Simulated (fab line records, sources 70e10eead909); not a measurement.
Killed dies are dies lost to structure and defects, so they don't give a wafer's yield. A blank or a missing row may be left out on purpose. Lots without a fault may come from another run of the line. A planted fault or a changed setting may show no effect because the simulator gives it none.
fab line records | flow nand_harc
record lots=6 wafers=18 last_day=34
route steps=1302 shown A_CONTACT@1051
lots that met no fault: from a run of the same line without faults
start_h: hours from the record's first day to the start of the lot's first wafer shown | wait_h: hours since the lot's step before | " the same as in the row above | L1.1+2: a row that stands for several wafers | - no value, or no start given | * or withheld: withheld | < > ~ a bound
route shown NAME@n: a module of which the file shows steps, and the number in the route of the first | usual: mean/standard deviation of fault-free wafers | same: alike in all rows | chamber/n: place in a boat | sites: the reading at each site | _std_site: their standard deviation | _edge_site: outer sites' mean less inner sites' | radius_mm: how far each site lies from the wafer's centre | mask NAME#n: copy n | behind: the tool/chamber that last shaped the wafer | hold: why the lot was held/for how many hours/how that ended | device: the transistor (n, p or np) that didn't switch | end of line: the same wafers' tests at the end of the route | a step without rows: its recipe alone | killed: dies lost to structure and defects at the first sort, not the wafer's yield | map: a wafer's dies, x killed, . not, _ none there
set.NAME: the setting as run; set.NAME@STEP: as run at that earlier step | model.NAME: the simulator's own value behind a step, which no gauge read
lots at some steps of the route; a table a step, a row a wafer
services: from which hour (start_h, from the record's first day; less than 0 if before it) a tool's chamber was out of use, for how many hours, and why
## steps
# step NHARC_A_CONTACT_ETCH_128
# recipe source_w=withheld pressure_mtorr=20 bias_v=3000 time_s=197 target_depth_a=19180 ar_flow_sccm=withheld c4f8_flow_sccm=withheld o2_flow_sccm=withheld chemistry=C4F8/O2/Ar
# step NHARC_A_CONTACT_ETCH_129
# recipe source_w=withheld pressure_mtorr=20 bias_v=3000 time_s=197 target_depth_a=19180 ar_flow_sccm=withheld c4f8_flow_sccm=withheld o2_flow_sccm=withheld chemistry=C4F8/O2/Ar
# usual chamber_pressure_mTorr=20.001/0.02 oes_air_line_au=1.000/0.021
# same time_s=197
# columns lot.wafer tool chamber start_h wait_h chamber_pressure_mTorr oes_air_line_au rf_hours_counter_h
L497.4 har_cap_etch-03 0 508.05 0.1 19.986 1.021 -
L497.3 " 1 " " 19.972 1.069 -
L497.5 " 1 " " 20.013 1.044 -
L508.1 har_cap_etch-01 0 626.44 0.1 19.994 1.068 19
L508.4 " 1 " " 19.996 0.976 -
L508.6 " 0 " " 20.026 1.034 -
L515.1 har_cap_etch-02 1 699.22 0.2 19.996 1.006 116
L515.3 " 1 " " 19.996 1.011 -
L515.6 " 1 " " 19.964 1.003 -
L517.2 har_cap_etch-02 0 720.75 0.1 19.983 0.966 120
L517.4 " 1 " " 20.015 0.978 -
L517.6 " 0 " " 19.982 0.973 -
L518.2 har_cap_etch-03 1 725.50 0.1 19.990 0.986 80
L518.5 " 1 " " 19.989 1.026 -
L518.6 " 0 " " 19.952 0.978 -
L519.1 har_cap_etch-03 1 741.26 0.1 20.002 1.024 85
L519.2 " 0 " " 19.976 0.980 85
L519.5 " 1 " " 19.991 1.001 -
# step NHARC_A_CONTACT_ETCH_130
# recipe source_w=withheld pressure_mtorr=20 bias_v=3000 time_s=197 target_depth_a=19180 ar_flow_sccm=withheld c4f8_flow_sccm=withheld o2_flow_sccm=withheld chemistry=C4F8/O2/Ar
# usual chamber_pressure_mTorr=20.000/0.019 oes_air_line_au=1.002/0.019
# same time_s=197
# columns lot.wafer tool chamber start_h wait_h chamber_pressure_mTorr oes_air_line_au rf_hours_counter_h
L497.4 har_cap_etch-03 0 508.25 0.2 20.006 1.005 -
L497.3 " 1 " " 19.989 1.030 -
L497.5 " 1 " " 19.996 1.009 -
L508.1 har_cap_etch-01 0 626.62 0.1 19.986 0.965 19
L508.4 " 1 " " 20.010 1.010 -
L508.6 " 0 " " 20.003 1.011 -
L515.1 har_cap_etch-02 1 699.47 0.2 19.986 0.955 116
L515.3 " 1 " " 20.020 0.946 -
L515.6 " 1 " " 19.981 1.017 -
L517.2 har_cap_etch-02 0 720.93 0.1 19.975 0.986 120
L517.4 " 1 " " 19.982 1.001 -
L517.6 " 0 " " 19.981 0.976 -
L518.2 har_cap_etch-03 1 725.68 0.1 19.985 1.008 80
L518.5 " 1 " " 20.023 0.981 -
L518.6 " 0 " " 20.017 0.994 -
L519.1 har_cap_etch-03 1 741.44 0.1 20.035 0.997 86
L519.2 " 0 " " 20.021 1.018 86
L519.5 " 1 " " 19.994 1.003 -
# step NHARC_A_CONTACT_ETCH_131
# recipe source_w=withheld pressure_mtorr=20 bias_v=3000 time_s=197 target_depth_a=19180 ar_flow_sccm=withheld c4f8_flow_sccm=withheld o2_flow_sccm=withheld chemistry=C4F8/O2/Ar
# usual chamber_pressure_mTorr=20.002/0.019 oes_air_line_au=0.999/0.019
# same time_s=197
# columns lot.wafer tool chamber start_h wait_h chamber_pressure_mTorr oes_air_line_au rf_hours_counter_h
L497.4 har_cap_etch-03 0 508.48 0.2 20.012 1.014 -
L497.3 " 1 " " 20.008 1.002 -
L497.5 " 1 " " 20.043 0.987 -
L508.1 har_cap_etch-01 0 626.80 0.1 19.992 1.010 20
L508.4 " 1 " " 20.016 1.000 -
L508.6 " 0 " " 19.993 0.978 -
L515.1 har_cap_etch-02 1 699.70 0.2 20.015 0.960 116
L515.3 " 1 " " 19.996 0.960 -
L515.6 " 1 " " 20.015 0.971 -
L517.2 har_cap_etch-02 0 721.11 0.1 20.000 1.016 120
L517.4 " 1 " " 20.005 0.999 -
L517.6 " 0 " " 19.991 0.992 -
L518.2 har_cap_etch-03 1 725.85 0.1 20.013 0.992 80
L518.5 " 1 " " 20.000 0.978 -
L518.6 " 0 " " 19.981 0.991 -
L519.1 har_cap_etch-03 1 741.62 0.2 20.006 1.008 86
L519.2 " 0 " " 20.030 1.013 86
L519.5 " 1 " " 20.005 0.984 -
# step NHARC_A_CONTACT_ETCH_132
# recipe source_w=withheld pressure_mtorr=20 bias_v=3000 time_s=197 target_depth_a=19240 ar_flow_sccm=withheld c4f8_flow_sccm=withheld o2_flow_sccm=withheld chemistry=C4F8/O2/Ar
# usual chamber_pressure_mTorr=19.999/0.02 oes_air_line_au=1.002/0.019
# same time_s=197
# columns lot.wafer tool chamber start_h wait_h chamber_pressure_mTorr oes_air_line_au rf_hours_counter_h
L497.4 har_cap_etch-03 0 508.72 0.2 20.005 0.997 -
L497.3 " 1 " " 20.011 0.997 -
L497.5 " 1 " " 19.999 0.979 -
L508.1 har_cap_etch-01 0 626.97 0.1 19.985 0.989 20
L508.4 " 1 " " 19.994 0.989 -
L508.6 " 0 " " 19.978 0.996 -
L515.1 har_cap_etch-02 1 699.93 0.2 20.012 1.015 116
L515.3 " 1 " " 19.969 0.982 -
L515.6 " 1 " " 19.954 1.007 -
L517.2 har_cap_etch-02 0 721.29 0.1 20.010 0.972 120
L517.4 " 1 " " 20.025 0.989 -
L517.6 " 0 " " 19.991 0.956 -
L518.2 har_cap_etch-03 1 726.03 0.1 19.970 1.023 80
L518.5 " 1 " " 20.010 1.001 -
L518.6 " 0 " " 19.994 1.006 -
L519.1 har_cap_etch-03 1 741.80 0.1 19.991 1.016 86
L519.2 " 0 " " 20.000 0.995 86
L519.5 " 1 " " 19.988 1.014 -
# step NHARC_A_CONTACT_ETCH_133
# recipe source_w=withheld pressure_mtorr=20 bias_v=400 time_s=374 target_depth_a=16100 ar_flow_sccm=withheld c4f8_flow_sccm=11.5 o2_flow_sccm=7.2 chemistry=C4F8/O2/Ar
# step NHARC_A_CONTACT_ETCH_91
# recipe target_depth_a=400 over_etch_frac=0.5 time_s=85.7 ion_energy_ev=120 ch3f_flow_sccm=50 o2_flow_sccm=30 ar_flow_sccm=200 rf_w=500 bias_w=100 chemistry=CH3F/O2
# step NHARC_A_CONTACT_ETCH_97
# recipe target_depth_a=200 over_etch_frac=0.5 time_s=10 ion_energy_ev=250 c4f6_flow_sccm=25 o2_flow_sccm=20 ar_flow_sccm=500 rf_w=600 bias_w=500 chemistry=C4F6/O2
# usual bias_w=500.1/1.6 c4f6_flow_sccm=25.00/0.067 chamber_pressure_mTorr=29.999/0.027 drypump_motor_current_A=5.80/0.22 oes_product_au=0.955/0.017 rf_vpp_V=547/4.1 showerhead_plenum_p_Torr=3.95/0.19 throttle_valve_pct=26.903/0.0095
# same over_etch_frac=0.5 time_s=10
# columns lot.wafer tool chamber start_h wait_h bias_w c4f6_flow_sccm chamber_pressure_mTorr drypump_motor_current_A oes_product_au rf_hours_counter_h rf_vpp_V showerhead_plenum_p_Torr throttle_valve_pct
L497.4 rie_diel-04 2 - - 501.6 24.98 30.037 6.01 0.927 23 550 4.05 26.918
L497.3 " 3 " " 500.2 24.96 30.050 5.71 0.937 25 552 4.14 26.898
L497.5 " 3 " " 502.4 24.92 29.969 5.71 0.948 - 553 4.14 26.906
L508.4 rie_diel-04 0 - - 500.2 25.02 30.008 5.85 0.962 15 540 3.64 26.886
L508.1 " 3 " " 498.7 24.98 29.973 5.73 0.974 14 551 4.13 26.894
L508.6 " 1 " " 499.9 24.98 29.975 5.50 0.960 - 543 3.80 26.916
L515.3 rie_diel-05 2 - - 499.3 25.13 29.986 5.80 0.931 21 544 3.78 26.912
L515.1 " 3 " " 498.3 25.07 29.987 6.01 0.965 26 546 3.84 26.902
L515.6 " 2 " " 498.0 25.08 30.049 5.77 0.937 - 545 3.78 26.904
L517.4 rie_diel-04 2 - - 500.8 25.12 30.041 6.00 0.943 1 549 4.03 26.905
L517.2 " 0 " " 501.4 24.94 30.043 5.85 0.933 1 553 4.23 26.911
L517.6 " 3 " " 501.4 25.00 30.002 5.71 0.930 - 553 4.12 26.890
L518.2 rie_diel-04 0 - - 498.1 25.08 30.031 5.80 0.962 2 553 4.23 26.902
L518.5 " 3 " " 501.7 25.03 30.002 5.74 0.967 - 550 4.12 26.907
L518.6 " 0 " " 497.6 25.10 29.967 5.80 0.966 - 554 4.23 26.901
L519.1 rie_diel-04 0 742.93 0.1 498.9 25.01 30.032 5.85 0.949 7 553 4.22 26.907
L519.2 " 2 " " 501.4 24.96 29.977 6.03 0.937 9 550 4.03 26.902
L519.5 " 2 " " 502.9 24.92 30.033 6.01 0.940 - 548 4.02 26.881
# step NHARC_A_CONTACT_CD_MEAS_80
# usual cd_nm=289.7/0.88
# columns lot.wafer tool chamber start_h wait_h cd_nm
L497.3 cd_sem-03 - 510.02 - 289.4
L497.4 " - " " 288.6
L497.5 " - " " 289.6
L508.1 cd_sem-02 - 628.17 - 289.9
L508.4 " - " " 291.2
L508.6 " - " " 291.5
L515.1 cd_sem-01 - 701.32 - 290.8
L515.3 " - " " 291.5
L515.6 " - " " 291.1
L517.2 cd_sem-01 - 722.47 - 289.4
L517.4 " - " " 289.1
L517.6 " - " " 289.7
L518.2 cd_sem-01 - 727.21 - 288.6
L518.5 " - " " 289.0
L518.6 " - " " 288.6
L519.1 cd_sem-03 - 743.02 - 289.7
L519.2 " - " " 289.3
L519.5 " - " " 289.1
# step NHARC_A_CONTACT_STRIP_103
# recipe n2_flow_sccm=150 h2_flow_sccm=150 ar_flow_sccm=0 bias_w=0 chemistry=N2/H2
# step NHARC_A_CONTACT_STRIP_104
# recipe cf4_flow_sccm=100 chf3_flow_sccm=30 ar_flow_sccm=0 bias_w=0 chemistry=CF4/CHF3
# step NHARC_A_CONTACT_STRIP_105
# recipe o2_flow_sccm=400 cos_flow_sccm=20 ar_flow_sccm=0 bias_w=0 chemistry=O2/COS
# step NHARC_A_CONTACT_ETCH_106
# recipe target_depth_a=900 overetch_a=90 time_s=49.5 ion_energy_ev=100 cf4_flow_sccm=80 o2_flow_sccm=20 ar_flow_sccm=0 rf_w=300 bias_w=100 chemistry=CF4/O2
# usual bias_w=100.0/0.32 cf4_flow_sccm=80.00/0.23 chamber_pressure_mTorr=30.00/0.04 drypump_motor_current_A=5.78/0.25 oes_product_au=1.002/0.0092 rf_vpp_V=198.0/1.7 showerhead_plenum_p_Torr=1.34/0.07 throttle_valve_pct=13.397/0.0094 time_s=49.5/0
# columns lot.wafer tool chamber start_h wait_h bias_w cf4_flow_sccm chamber_pressure_mTorr drypump_motor_current_A oes_product_au rf_hours_counter_h rf_vpp_V showerhead_plenum_p_Torr throttle_valve_pct time_s
L497.3 rie_diel-04 1 510.30 0.1 100.7 80.05 30.03 5.47 0.995 23 196.7 1.29 13.398 49.5
L497.4 " 2 " " 99.9 79.55 29.94 6.00 0.986 23 198.4 1.38 13.393 49.5
L497.5 " 2 " " 99.9 79.47 30.00 5.99 0.995 - 199.0 1.38 13.404 49.5
L508.1 rie_diel-05 1 628.50 0.1 100.0 80.46 30.02 6.14 0.991 2 199.8 1.42 13.393 49.5
L508.4 " 3 " " 100.5 80.13 30.00 5.99 1.013 - 197.1 1.31 13.393 49.5
L508.6 " 1 " " 100.2 79.73 30.02 6.17 0.998 - 201.4 1.42 13.394 49.5
L515.1 rie_diel-04 2 701.61 0.1 - - - - - - - - - -
L515.3 " 3 " " - - - - - - - - - -
L515.6 " 1 " " - - - - - - - - - -
L517.4 rie_diel-05 0 722.76 0.1 - - - - - - - - - -
L517.2 " 2 " " - - - - - - - - - -
L517.6 " 1 " " - - - - - - - - - -
L518.2 rie_diel-04 0 727.75 0.2 99.7 79.70 29.99 5.75 0.993 2 200.3 1.45 13.388 49.5
L518.6 " 0 " " 99.7 80.04 29.98 5.81 0.994 - 199.4 1.45 13.391 49.5
L518.5 " 1 " " 100.1 79.82 29.99 5.47 0.993 - 196.2 1.29 13.389 49.5
L519.2 rie_diel-04 3 743.35 0.1 100.4 79.81 29.98 5.71 0.990 8 198.9 1.41 13.404 49.5
L519.1 " 2 " " 99.8 79.81 29.96 5.99 0.994 9 199.1 1.37 13.406 49.5
L519.5 " 2 " " 99.6 80.26 29.99 6.02 0.993 - 197.9 1.37 13.385 49.5
# step NHARC_A_CONTACT_STRIP_82
# recipe o2_flow_sccm=500 ar_flow_sccm=0 bias_w=0 chemistry=O2
## services
# columns tool chamber start_h hours kind
rie_diel-04 0 486.86 - clean
rie_diel-04 1 486.86 - clean
rie_diel-04 2 486.86 - clean
rie_diel-04 3 486.86 - clean
har_cap_etch-01 - 498.38 17.0 pm
rie_diel-04 0 511.36 - clean
rie_diel-04 1 511.36 - clean
rie_diel-04 2 511.36 - clean
rie_diel-04 3 511.36 - clean
rie_diel-04 - 531.91 9.0 pm
rie_diel-04 0 531.91 9.0 vent_cycle
rie_diel-04 1 531.91 9.0 vent_cycle
rie_diel-04 2 531.91 9.0 vent_cycle
rie_diel-04 3 531.91 9.0 vent_cycle
rie_diel-04 0 540.91 - clean
rie_diel-04 1 540.91 - clean
rie_diel-05 - 583.25 28.3 repair
rie_diel-04 - 616.43 2.0 repair
rie_diel-05 0 628.17 1.2 repair
rie_diel-04 2 639.55 1.3 repair
rie_diel-04 2 682.78 1.9 repair
rie_diel-05 1 683.33 7.7 repair
rie_diel-04 - 708.91 9.0 pm
rie_diel-04 1 734.00 10.8 repair
## key
first_sign step=NHARC_A_CONTACT_ETCH_106 reading=tool_record direction=missing
effect none on later readings
met_at NHARC_A_CONTACT_ETCH_106
struck_wafers L515.1,L515.3,L515.6,L517.2,L517.4,L517.6
tester_left_out L515,L517
onset_between 628.50 701.61
fault kind=skipped_step_whole tool=rie_diel-04,rie_diel-05 chamber=- onset_h=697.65 steps=NHARC_A_CONTACT_ETCH_106 scope=struck_lots_only
# tester_left_out: of these lots the tester's yield and bins aren't shown, on N5 and GAA mostly nor the transistor test; their killed dies are dies lost to structure and defects alone, not to doping, threshold or leakage, so they don't give the yield
